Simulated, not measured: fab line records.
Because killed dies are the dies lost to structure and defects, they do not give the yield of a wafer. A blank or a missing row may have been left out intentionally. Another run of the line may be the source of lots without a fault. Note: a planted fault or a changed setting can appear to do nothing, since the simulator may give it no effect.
Split-lot study + flow n5-finfet + route with 1938 steps; 7 lots, 21 wafers read

== THE SPLIT ==
At N5_BEOL_M8_COAT_05 (resist thk 90 nm), the setting spin-rpm was moved away from the recipe's 1500 rpm on 5 of the 21 wafers read, by -4.7% to +10.6%. This setting was run at the recipe's value on the other wafers.

== FROM THE SPLIT TO THE READING: what the file shows between them, 3 steps ==
- N5_BEOL_M8_EBR_07
- N5_BEOL_M8_SOFTBAKE_06: time 60 s
- N5_BEOL_M8_DESCUM_16: chemistry O2, time 7.9 s

== THE READING ==
CAR-ArF_of_BEOL_M8_COAT_05.thk-nm (the simulator's own value, which no gauge read), in nm, at N5_BEOL_M8_ETCH_61 (etches SiARC in CF4, target depth 45.5 nm, time 75.8 s). No usual value for it is given in the file. Here, 16 wafers ran the recipe; their average is 50.7 nm with a standard deviation of 0.26 nm.

| wafer  | tool, chamber at the split | spin-rpm as run, rpm | against the recipe | CAR-ArF_of_BEOL_M8_COAT_05.thk-nm, nm | against lot-mates on the recipe |
|--------|----------------------------|----------------------|--------------------|---------------------------------------|---------------------------------|
| L077.1 | litho-track-05, 0          | 1500                 | recipe             | 51                                    | -                               |
| L077.5 | litho-track-05, 0          | 1500                 | recipe             | 51                                    | -                               |
| L077.6 | litho-track-05, 0          | 1500                 | recipe             | 50.8                                  | -                               |
| L078.4 | litho-track-05, 0          | 1500                 | recipe             | 50.2                                  | -                               |
| L078.5 | litho-track-05, 0          | 1573                 | +4.9%              | 48.2                                  | -2.0                            |
| L078.6 | litho-track-05, 0          | 1573                 | +4.9%              | 48                                    | -2.2                            |
| L080.1 | litho-track-05, 0          | 1500                 | recipe             | 50.4                                  | -                               |
| L080.6 | litho-track-05, 0          | 1500                 | recipe             | 50.4                                  | -                               |
| L080.5 | litho-track-05, 0          | 1500                 | recipe             | 50.8                                  | -                               |
| L083.4 | litho-track-05, 0          | 1659                 | +10.6%             | 46.2                                  | -4.4                            |
| L083.5 | litho-track-05, 0          | 1659                 | +10.6%             | 46.6                                  | -4.0                            |
| L083.6 | litho-track-05, 0          | 1500                 | recipe             | 50.6                                  | -                               |
| L084.2 | litho-track-01, 0          | 1500                 | recipe             | 51                                    | -                               |
| L084.4 | litho-track-01, 0          | 1500                 | recipe             | 50.8                                  | -                               |
| L084.6 | litho-track-01, 0          | 1500                 | recipe             | 50.6                                  | -                               |
| L096.3 | litho-track-01, 0          | 1500                 | recipe             | 50.8                                  | -                               |
| L096.5 | litho-track-01, 0          | 1500                 | recipe             | 50.4                                  | -                               |
| L096.6 | litho-track-01, 0          | 1500                 | recipe             | 50.4                                  | -                               |
| L097.2 | litho-track-02, 0          | 1430                 | -4.7%              | 53                                    | +2.0                            |
| L097.4 | litho-track-02, 0          | 1500                 | recipe             | 51                                    | -                               |
| L097.5 | litho-track-02, 0          | 1500                 | recipe             | 51                                    | -                               |

THE FIT
A straight line over all 21 wafers: CAR-ArF_of_BEOL_M8_COAT_05.thk-nm changes by -0.432 nm for each +1% of spin-rpm; r = -0.98; the points scatter about the line by 0.32 nm.
The same after taking each lot's own level away (the mean of its wafers on the recipe; 21 wafers): -0.404 nm for each +1%; r = -0.99; scatter 0.16 nm.
Per that fit: largest spin-rpm move, reading shift of 4.3 nm.
The lots' own levels span 50.20 to 51.00 nm, that is 3.0 times the standard deviation above.
So the lot-to-lot level changes the slope little: the two slopes agree.
Check: with one of the wafers moved furthest among these (+10.6%) left out of the fit, the line predicts -4.21 nm for it against its lot-mates. Against them it came out at -4.4 nm.

== THE WHOLE CHAIN: every reading that the file lists as answering this split, in the file's order ==
| step                 | what it does                                           | reading                                                                            | change (the file's fit)               | r (the file's) |
|----------------------|--------------------------------------------------------|------------------------------------------------------------------------------------|---------------------------------------|----------------|
| N5_BEOL_M8_COAT_05   | resist thk 90 nm                                       | CAR-ArF_of_BEOL_M8_COAT_05.thk-nm (the simulator's own value, which no gauge read) | -0.399 nm for each +1% of the setting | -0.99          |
| N5_BEOL_M8_DESCUM_16 | chemistry O2, time 7.9 s                               | CAR-ArF_of_BEOL_M8_COAT_05.thk-nm (the simulator's own value, which no gauge read) | -0.389 nm for each +1% of the setting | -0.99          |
| N5_BEOL_M8_ETCH_61   | etches SiARC in CF4, target depth 45.5 nm, time 75.8 s | CAR-ArF_of_BEOL_M8_COAT_05.thk-nm (the simulator's own value, which no gauge read) | -0.406 nm for each +1% of the setting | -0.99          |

== FILE'S OWN FIT ==
CAR-ArF_of_BEOL_M8_COAT_05.thk-nm changes by -0.406 nm for each +1% of spin-rpm, r = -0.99.
